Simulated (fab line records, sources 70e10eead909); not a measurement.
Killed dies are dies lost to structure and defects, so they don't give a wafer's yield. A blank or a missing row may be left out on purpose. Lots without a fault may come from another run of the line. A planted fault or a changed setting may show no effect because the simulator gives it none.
A struck lot beside a sound one | flow nand_harc | 14 steps out of a route of 1302
Sound: wafers L788.2, L788.4, L788.5. Struck: wafers L800.1, L800.3, L800.4. The cause comes at the end.
At each step with rows: each side's tool, then ch and its chambers, then its first start. Under that, the readings that differ: sound wafers | struck wafers | difference of the means | sigmas: that difference in standard deviations of wafers without a fault.
alike: readings whose means differ by less than 2 such deviations, and words and numbers that are the same on both sides. not compared: withheld readings, readings that some wafer has no value for, bounds like >300 that may hide the same value, and numbers for which the record gives no deviation and whose values overlap.
The two part at a step that has a row with sigmas, a row that says differs or no value, or rows on one side only. Numbers that don't overlap but have no deviation are shown without sigmas and don't part them. A reading that every wafer of one side lacks parts them only if that side has two wafers or more.

NHARC_A_CONTACT_ETCH_76: etches the open film in N2/H2, target depth 260 nm, time 475.3 s.
  sound on rie_diel-09 ch 0,2,3; struck on rie_diel-02 ch 0,2,3
  reading                     | sound       | struck      | difference | sigmas
  drypump_motor_current_A (A) | 5.7 5.0 5.2 | 6.2 6.5 6.6 | +1.1       | +2
  alike: bias_w, chamber_pressure_mTorr, oes_product_au, rf_fwd_power_W, rf_vpp_V, showerhead_plenum_p_Torr, throttle_valve_pct
  not compared: rf_hours_counter_h
NHARC_A_CONTACT_ETCH_77: etches the open film in CF4/CHF3, target depth 108.9 nm, time 54.5 s.
  sound on rie_diel-09 ch 0,1; struck on rie_diel-02 ch 1,2,3
  alike: bias_w, cf4_flow_sccm, drypump_motor_current_A, oes_product_au, rf_fwd_power_W, rf_vpp_V, showerhead_plenum_p_Torr, throttle_valve_pct
  not compared: rf_hours_counter_h
then, 6 steps without rows for these wafers: NHARC_A_CONTACT_ETCH_78 (etches the open film in O2/COS, target depth 5300 nm, time 1378 s); NHARC_A_CONTACT_ETCH_124 (etches the open film in C4F8/O2/Ar, time 140 s, target depth 700 nm); NHARC_A_CONTACT_ETCH_125 (etches the open film in C4F8/O2/Ar, time 197 s, target depth 1918 nm); NHARC_A_CONTACT_ETCH_126 (etches the open film in C4F8/O2/Ar, time 197 s, target depth 1918 nm); NHARC_A_CONTACT_ETCH_127 (etches the open film in C4F8/O2/Ar, time 197 s, target depth 1918 nm); NHARC_A_CONTACT_ETCH_128 (etches the open film in C4F8/O2/Ar, time 197 s, target depth 1918 nm).
NHARC_A_CONTACT_ETCH_129: etches the open film in C4F8/O2/Ar, time 197 s, target depth 1918 nm.
  sound on har_cap_etch-03 ch 0,1, day 24 00:38; struck on har_cap_etch-03 ch 0,1, day 28 19:17
  alike: chamber_pressure_mTorr, oes_air_line_au
  not compared: rf_hours_counter_h
then, 1 step without rows for these wafers: NHARC_A_CONTACT_ETCH_130 (etches the open film in C4F8/O2/Ar, time 197 s, target depth 1918 nm).
NHARC_A_CONTACT_ETCH_131: etches the open film in C4F8/O2/Ar, time 197 s, target depth 1918 nm.
  sound on har_cap_etch-03 ch 0,1, day 24 01:06; struck on har_cap_etch-03 ch 0,1, day 28 19:38
  alike: chamber_pressure_mTorr, oes_air_line_au
  not compared: rf_hours_counter_h
NHARC_A_CONTACT_ETCH_132: etches the open film in C4F8/O2/Ar, time 197 s, target depth 1924 nm.
  sound on har_cap_etch-03 ch 0,1, day 24 01:20; struck on har_cap_etch-03 ch 0,1, day 28 19:49
  alike: chamber_pressure_mTorr, oes_air_line_au
  not compared: rf_hours_counter_h
NHARC_A_CONTACT_ETCH_133: etches the open film in C4F8/O2/Ar, time 374 s, target depth 1610 nm.
  sound on har_cap_etch-03 ch 0,1, day 24 01:31; struck on har_cap_etch-03 ch 0,1, day 28 19:59
  no value came back on the struck wafers for chamber_pressure_mTorr (mTorr), oes_air_line_au (a.u.); on the sound wafers chamber_pressure_mTorr (mTorr) reads 20.009 20.021 19.994
  not compared: rf_hours_counter_h
then, 1 step without rows for these wafers: NHARC_A_CONTACT_ETCH_91 (etches the open film in CH3F/O2, target depth 40 nm, time 85.7 s).

WHERE THEY PART
First at NHARC_A_CONTACT_ETCH_76; last, within this record, at NHARC_A_CONTACT_ETCH_133.

WHY: what the simulator had put in
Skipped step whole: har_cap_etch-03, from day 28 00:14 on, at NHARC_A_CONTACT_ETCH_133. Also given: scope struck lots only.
